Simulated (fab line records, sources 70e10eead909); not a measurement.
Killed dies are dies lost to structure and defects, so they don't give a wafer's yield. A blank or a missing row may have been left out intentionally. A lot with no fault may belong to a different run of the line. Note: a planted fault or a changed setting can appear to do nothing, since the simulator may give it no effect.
Shared-tool check    flow nand-harc    Sample size 3 lots and 9 wafers

WHAT PROMPTED THE OPENING
On 3 of the 3 lots, a flag is raised at NHARC_END_SORT_01 on the reading killed-at-array. Wafers without a fault read 25, standard deviation 9.8.
Rule: a lot gets a flag if all its wafers with a number sit over 4 standard deviations from that mean, or if no wafer of it has a number. The rest of the lots are taken to be sound.

lot   measured      on         killed-at-array, wafer by wafer  flag
L913  day 21 08:11  prober-02  676 672 670                      FLAGGED
L918  day 23 14:49  prober-01  671 672 675                      FLAGGED
L919  day 23 20:12  prober-01  671 673 675                      FLAGGED
The mean of the flagged lots' numbers is 673, +648 from the usual (+66 standard deviations).

WHICH TOOL RAN EACH LOT
Before the reading, the record contains 3 process steps out of a 1159-step route. In each cell: the tool, then ch and the chambers that the sampled wafers went through, then the start.
lot   flag     NHARC_A_CHANNEL_HOLE_D1_DEP_00                                   NHARC_A_CHANNEL_HOLE_D1_ETCH_34                NHARC_A_CHANNEL_HOLE_D1_ETCH_16
L913  FLAGGED  acl-dep-02 ch 0, day 9 14:51                                     rie-diel-01 ch 0,1,2, day 9 21:13 or earlier   rie-diel-01 ch 1,2,3, day 9 21:13 or earlier
L918  FLAGGED  acl-dep-03 ch 0, day 12 00:00                                    rie-diel-12 ch 0,1,2, day 12 05:07 or earlier  rie-diel-12 ch 0,3, day 12 05:07 or earlier
L919  FLAGGED  acl-dep-03 ch 0, day 11 21:09 and acl-dep-01 ch 0, day 11 23:32  rie-diel-12 ch 1,2,3, day 12 04:14 or earlier  rie-diel-12 ch 1,2,3, day 12 04:14 or earlier
What the steps here do:
- NHARC_A_CHANNEL_HOLE_D1_DEP_00: deposits aC, target thk 3100 nm.
- NHARC_A_CHANNEL_HOLE_D1_ETCH_34: etches the open film in CF4/CHF3, target depth 154 nm, time 77 s.
- NHARC_A_CHANNEL_HOLE_D1_ETCH_16: etches the open film in O2/COS, target depth 3100 nm, time 806 s.
- NHARC_END_SORT_01

FLAGGED OVER TOTAL, TOOL BY TOOL (the gauges that took the reading come last)
step                             tool         lots run  flagged  share of the flagged lots  sound lots run after its first flagged lot
NHARC_A_CHANNEL_HOLE_D1_DEP_00   acl-dep-01   1         1        some                       0
NHARC_A_CHANNEL_HOLE_D1_DEP_00   acl-dep-02   1         1        some                       0
NHARC_A_CHANNEL_HOLE_D1_DEP_00   acl-dep-03   2         2        some                       0
NHARC_A_CHANNEL_HOLE_D1_ETCH_34  rie-diel-01  1         1        some                       0
NHARC_A_CHANNEL_HOLE_D1_ETCH_34  rie-diel-12  2         2        some                       0
NHARC_A_CHANNEL_HOLE_D1_ETCH_16  rie-diel-01  1         1        some                       0
NHARC_A_CHANNEL_HOLE_D1_ETCH_16  rie-diel-12  2         2        some                       0
NHARC_END_SORT_01                prober-01    2         2        some                       0
NHARC_END_SORT_01                prober-02    1         1        some                       0
NHARC_A_CHANNEL_HOLE_D1_ETCH_34 gives no start for some lots, so the hours and the order of its lots are those of NHARC_A_CHANNEL_HOLE_D1_CD_MEAS_18. NHARC_A_CHANNEL_HOLE_D1_ETCH_16 gives no start for some lots, so the hours and the order of its lots are those of NHARC_A_CHANNEL_HOLE_D1_CD_MEAS_18.

WHAT IS ALLOWED BY THE TABLE
No row of the table ran every flagged lot.

WHAT THE SIMULATOR HAD INSERTED
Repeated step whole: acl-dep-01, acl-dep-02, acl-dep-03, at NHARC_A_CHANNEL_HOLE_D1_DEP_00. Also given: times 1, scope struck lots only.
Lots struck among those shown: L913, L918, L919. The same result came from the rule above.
